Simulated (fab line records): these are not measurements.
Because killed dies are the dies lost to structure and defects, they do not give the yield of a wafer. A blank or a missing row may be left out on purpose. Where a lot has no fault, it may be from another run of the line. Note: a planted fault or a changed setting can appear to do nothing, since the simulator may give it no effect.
Struck lot and sound lot, side by side    flow n5Finfet    38 steps out of a route of 1938
Sound: these wafers, L663.3, L663.5, L663.6. Struck: wafers L660.2, L660.3, L660.5. The cause is named last.
Per side, at each step with rows, come the tool, then ch with its chambers, and then its first start. Under that, the readings that differ: sound wafers    struck wafers    difference of the means    sigmas: that difference in standard deviations of wafers without a fault.
alike: readings whose means differ by less than 2 such deviations, and words and numbers that are the same on both sides. not compared: withheld readings, readings that some wafer has no value for, bounds like >300 that may hide the same value, and numbers for which the record gives no deviation and whose values overlap.
A row with sigmas, a row that says differs or no value, or rows on one side alone: a step with any of these is where the two part. Numbers that have no deviation but don't overlap get no sigmas and don't part them. A reading that every wafer of one side lacks parts them only if that side has two wafers or more.

first, 10 steps without rows for these wafers: N5_FIN_SAQP_ETCH_67 (etches SiNx in CH3F/O2, target depth 30 nm); N5_FIN_SAQP_STRIP_70 (strips in N2/H2); N5_FIN_SAQP_RECESS_71 (chemistry HF/NH3, target SiO2, target depth 3 nm, afs cycles 1, sublimation time 60 s); N5_FIN_SAQP_SPACER2_ALD_28 (deposits SiO2, target thk 8.1 nm, pulse time 1 s, purge time 2 s); N5_FIN_SAQP_SPACER2_ETCHBACK_29 (etches SiO2 in CHF3/O2, target depth 12.2 nm, time 6.1 s); N5_FIN_SAQP_MANDREL2_REMOVE_60 (chemistry HBr/Cl2/O2, target a-Si, stops on SiNx, bt time 10 s); N5_FIN_SAQP_HM_OPEN_33 (chemistry CH3F/O2, target SiNx, target depth 49.4 nm, time 70.6 s); N5_FIN_SAQP_ETCH_34 (etches SiO2 in C4F6/O2, target depth 45 nm, time 15 s); N5_FIN_SAQP_STRIP_77 (strips in N2/H2, time 90 s); N5_FIN_SAQP_ETCH_64 (etches SiO2 in CF4, target depth 1.5 nm).
N5_FIN_SAQP_FIN_ETCH_36: etches the open film in HBr/Cl2/O2, target depth 120 nm, time 50.4 s.
  sound on rieSi-05 ch 0,1,3, day 6 22:31; struck on rieSi-04 ch 1,2,3, day 6 04:05
reading                                      sound              struck             difference  sigmas
oes_o_777_au (a.u.)                          1.03 0.98 1.01     0.52 0.58 0.52     -0.47       -13
oesProductAu (a.u.)                          1.012 0.989 1.000  0.886 0.930 0.920  -0.088      -5
rfFwdPowerW (W)                              791.6 795.9 798.7  604.4 611.0 606.8  -188.0      -72
model.FIN_SAQP.featureDepthNm (nm)           118.2 118.4 120.4  104 106.4 104.8    -14         
model.etch.depthNm (nm)                      118.2 118.3 120.3  104.1 106.4 104.9  -13.8       
model.SiNx_of_FIN_SAQP_HM_DEP_03.thkNm (nm)  20.8 20.6 20.2     21.4 21.6 22       +1.1        
  alike: biasW, drypumpMotorCurrentA, mfcCl2Sccm, throttleValvePct
  not compared: rfHoursCounterH
then, 3 steps without rows for these wafers: N5_FIN_SAQP_PRECLEAN_38 (cleans in O3/DIW, time 45 s); N5_FIN_SAQP_PRECLEAN_45 (cleans in dHF, time 10 s); N5_FIN_SAQP_SRD_39 (time 30 s).
N5_FIN_SAQP_OCD_MEAS_76:
  sound on ocd-02, day 6 22:45; struck on ocd-01, day 6 04:18
reading             sound              struck             difference  sigmas
trenchDepthNm (nm)  118.1 118.7 120.4  104.5 106.2 104.9  -13.9       -11
then, 20 steps without rows for these wafers: N5_FIN_CUT_COAT_18 (time 60 s, resist thk 230 nm); N5_FIN_CUT_COAT_19 (time 60 s, resist thk 20 nm); N5_FIN_CUT_COAT_29 (time 60 s, resist thk 10 nm); N5_FIN_CUT_COAT_02 (resist thk 30 nm); N5_FIN_CUT_EBR_04; N5_FIN_CUT_SOFTBAKE_03 (time 60 s); N5_FIN_CUT_EXPOSE_05 (exposes mask FIN CUT); N5_FIN_CUT_PEB_06 (peb time 60 s); N5_FIN_CUT_DEVELOP_07 (develop time 30 s); N5_FIN_CUT_DESCUM_13 (chemistry O2, time 7 s); N5_FIN_CUT_ETCH_30 (etches underlayer in N2/H2, target depth 13 nm, time 10.4 s); N5_FIN_CUT_ETCH_20 (etches SiARC in CF4, target depth 26 nm, time 43.3 s); N5_FIN_CUT_ETCH_21 (etches SOC in N2/H2, target depth 219 nm, overetch 43.8 nm, time 523.5 s); N5_FIN_CUT_STRIP_23 (strips in N2/H2); N5_FIN_CUT_STRIP_31 (strips in N2/H2); N5_FIN_CUT_STRIP_24 (strips in CF4); N5_FIN_CUT_CUT_ETCH_26 (etches SiNx in CH3F/O2, target depth 39 nm, time 55.7 s); N5_FIN_CUT_CUT_ETCH_27 (etches SiO2 in CHF3/O2, target depth 4 nm, overetch 2 nm, time 4.9 s); N5_FIN_CUT_PRECLEAN_35 (cleans in vHF, time 13.3 s); N5_FIN_CUT_CUT_ETCH_15 (etches Si in HBr/Cl2/O2, target depth 100 nm, bt time 10 s, time 42.4 s).
N5_STI_FIN_REVEAL_RECESS_09: chemistry HF/NH3, target SiO2, afs cycles 11, target depth 42.5 nm, sublimation time 60 s.
  sound on vaporEtch-02 ch 0,1, day 7 06:41; struck on vaporEtch-02 ch 0,1, day 6 11:45
reading                                      sound           struck        difference  sigmas
model.SiNx_of_FIN_SAQP_HM_DEP_03.thkNm (nm)  17.8 17.6 17.4  18.4 18.8 19  +1.1        
  alike: drypumpMotorCurrentA
-- here the record skips 8 days between the struck wafers' starts before and after, leaving off in module STI_FIN_REVEAL and picking up in module BEOL_M4 (first step shown: number 1111 of the route) --
N5_BEOL_M4_RC_MEAS_101:
  sound on prober-01 ch 0, day 14 08:40; struck on prober-02 ch 0, day 14 10:20
  alike: DIBL_N, DIBL_P, IOFF_N, IOFF_P, ION_N, ION_P, SS_N, SS_P, VT_N, VT_P
-- record jumps: 4 days separate the struck wafers' starts on either side; left off in module BEOL_M4, taken up again in module PASSIVATION, whose first shown step is the route's number 1936 --
N5_PASSIVATION_PROBE_49:
  sound on prober-01, day 19 05:36; struck on prober-01, day 18 21:53
  alike: defectLimitedYield, killed_at_M0_to_M3, killed_at_M4_up, killedAtContacts, killedAtFrontEnd, killedAtOther, killedDies, killedOpen, killedShort, sort_bin_5_function, sort_bin_6_memory, sort_bin_8_speed, sortNPass, sortYieldPct

## WHERE THEY PART
First at N5_FIN_SAQP_FIN_ETCH_36; last, within this record, at N5_FIN_SAQP_OCD_MEAS_76. Later steps at which nothing parts them and some readings are alike: N5_STI_FIN_REVEAL_RECESS_09, N5_BEOL_M4_RC_MEAS_101, N5_PASSIVATION_PROBE_49.

WHY: what the simulator had put in
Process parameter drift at N5_FIN_SAQP_FIN_ETCH_36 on rieSi-04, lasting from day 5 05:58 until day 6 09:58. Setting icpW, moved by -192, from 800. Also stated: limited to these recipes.
